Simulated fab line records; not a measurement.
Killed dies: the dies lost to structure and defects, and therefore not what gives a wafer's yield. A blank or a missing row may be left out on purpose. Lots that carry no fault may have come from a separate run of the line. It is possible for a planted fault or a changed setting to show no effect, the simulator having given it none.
Chamber matching :: flow nand-harc :: NHARC_P_CONTACT_DESCUM_17 on rie-diel-01: 4 sister chambers
The step chemistry O2, time 3 s. 18 wafers are shown with their chamber, then 9 later ones without.

## WAFERS, EACH WITH ITS CHAMBER
wafer: L074.1
chamber: 1
showerhead-plenum-p-Torr (Torr): 1.79
drypump-motor-current-A (A): 5.2
rf-vpp-V (V): 56.3

wafer: L074.3
chamber: 0
showerhead-plenum-p-Torr (Torr): 1.85
drypump-motor-current-A (A): 5.2
rf-vpp-V (V): 57.7

wafer: L074.5
chamber: 0
showerhead-plenum-p-Torr (Torr): 1.86
drypump-motor-current-A (A): 5.2
rf-vpp-V (V): 59.0

wafer: L082.3
chamber: 1
showerhead-plenum-p-Torr (Torr): 1.79
drypump-motor-current-A (A): 5.1
rf-vpp-V (V): 59.1

wafer: L082.5
chamber: 2
showerhead-plenum-p-Torr (Torr): 2.04
drypump-motor-current-A (A): 5.8
rf-vpp-V (V): 59.6

wafer: L082.6
chamber: 1
showerhead-plenum-p-Torr (Torr): 1.79
drypump-motor-current-A (A): 5.1
rf-vpp-V (V): 57.1

wafer: L085.4
chamber: 0
showerhead-plenum-p-Torr (Torr): 1.85
drypump-motor-current-A (A): 5.2
rf-vpp-V (V): 57.4

wafer: L085.5
chamber: 0
showerhead-plenum-p-Torr (Torr): 1.85
drypump-motor-current-A (A): 5.1
rf-vpp-V (V): 58.1

wafer: L085.6
chamber: 3
showerhead-plenum-p-Torr (Torr): 1.80
drypump-motor-current-A (A): 6.1
rf-vpp-V (V): 57.2

wafer: L086.2
chamber: 2
showerhead-plenum-p-Torr (Torr): 2.04
drypump-motor-current-A (A): 5.9
rf-vpp-V (V): 59.2

wafer: L086.5
chamber: 1
showerhead-plenum-p-Torr (Torr): 1.79
drypump-motor-current-A (A): 5.1
rf-vpp-V (V): 58.2

wafer: L086.6
chamber: 0
showerhead-plenum-p-Torr (Torr): 1.85
drypump-motor-current-A (A): 5.2
rf-vpp-V (V): 55.7

wafer: L087.2
chamber: 0
showerhead-plenum-p-Torr (Torr): 1.85
drypump-motor-current-A (A): 5.1
rf-vpp-V (V): 57.4

wafer: L087.3
chamber: 3
showerhead-plenum-p-Torr (Torr): 1.80
drypump-motor-current-A (A): 6.1
rf-vpp-V (V): 56.6

wafer: L087.6
chamber: 1
showerhead-plenum-p-Torr (Torr): 1.79
drypump-motor-current-A (A): 5.1
rf-vpp-V (V): 59.4

wafer: L089.3
chamber: 0
showerhead-plenum-p-Torr (Torr): 1.85
drypump-motor-current-A (A): 5.2
rf-vpp-V (V): 56.1

wafer: L089.4
chamber: 3
showerhead-plenum-p-Torr (Torr): 1.80
drypump-motor-current-A (A): 6.1
rf-vpp-V (V): 56.1

wafer: L089.5
chamber: 3
showerhead-plenum-p-Torr (Torr): 1.80
drypump-motor-current-A (A): 6.1
rf-vpp-V (V): 57.3

SIGNATURES (averages over the wafers above)
reading: showerhead-plenum-p-Torr
chamber 0: 1.8514
chamber 1: 1.7900
chamber 2: 2.0400
chamber 3: 1.8000
scatter within a chamber: 0.00247

reading: drypump-motor-current-A
chamber 0: 5.171
chamber 1: 5.120
chamber 2: 5.850
chamber 3: 6.100
scatter within a chamber: 0.0441

reading: rf-vpp-V
chamber 0: 57.343
chamber 1: 58.020
chamber 2: 59.400
chamber 3: 56.800
scatter within a chamber: 1.06
Rule: for a wafer and a chamber, the distance is found by dividing, reading by reading, the gap between the wafer's reading and the chamber's mean by the reading's scatter, squaring, summing and taking the root. The wafer belongs to the nearest chamber; if the next one is less than 2 further off, it can't be placed. The scatter: take each reading less its chamber's mean, square it, sum over the shown wafers, divide by the number of wafers less the number of chambers, and take the root.

## WAFERS WITH NO CHAMBER GIVEN
wafer: L091.1
showerhead-plenum-p-Torr (Torr): 1.79
drypump-motor-current-A (A): 5.2
rf-vpp-V (V): 56.4

wafer: L091.4
showerhead-plenum-p-Torr (Torr): 1.80
drypump-motor-current-A (A): 6.1
rf-vpp-V (V): 57.2

wafer: L091.6
showerhead-plenum-p-Torr (Torr): 1.79
drypump-motor-current-A (A): 5.1
rf-vpp-V (V): 55.9

wafer: L094.4
showerhead-plenum-p-Torr (Torr): 2.04
drypump-motor-current-A (A): 5.8
rf-vpp-V (V): 59.3

wafer: L094.5
showerhead-plenum-p-Torr (Torr): 1.85
drypump-motor-current-A (A): 5.2
rf-vpp-V (V): 56.4

wafer: L094.6
showerhead-plenum-p-Torr (Torr): 1.80
drypump-motor-current-A (A): 6.2
rf-vpp-V (V): 58.7

wafer: L095.2
showerhead-plenum-p-Torr (Torr): 1.85
drypump-motor-current-A (A): 5.2
rf-vpp-V (V): 57.1

wafer: L095.4
showerhead-plenum-p-Torr (Torr): 1.80
drypump-motor-current-A (A): 6.2
rf-vpp-V (V): 58.3

wafer: L095.5
showerhead-plenum-p-Torr (Torr): 1.85
drypump-motor-current-A (A): 5.2
rf-vpp-V (V): 57.4

## WHICH CHAMBER EACH ONE RAN IN
wafer: L091.1
from the rows above: 1
in truth: 1

wafer: L091.4
from the rows above: 3
in truth: 3

wafer: L091.6
from the rows above: 1
in truth: 1

wafer: L094.4
from the rows above: 2
in truth: 2

wafer: L094.5
from the rows above: 0
in truth: 0

wafer: L094.6
from the rows above: 3
in truth: 3

wafer: L095.2
from the rows above: 0
in truth: 0

wafer: L095.4
from the rows above: 3
in truth: 3

wafer: L095.5
from the rows above: 0
in truth: 0
Correctly placed: 9 of 9. Can't be placed from these rows: 0. Wrongly placed: 0.
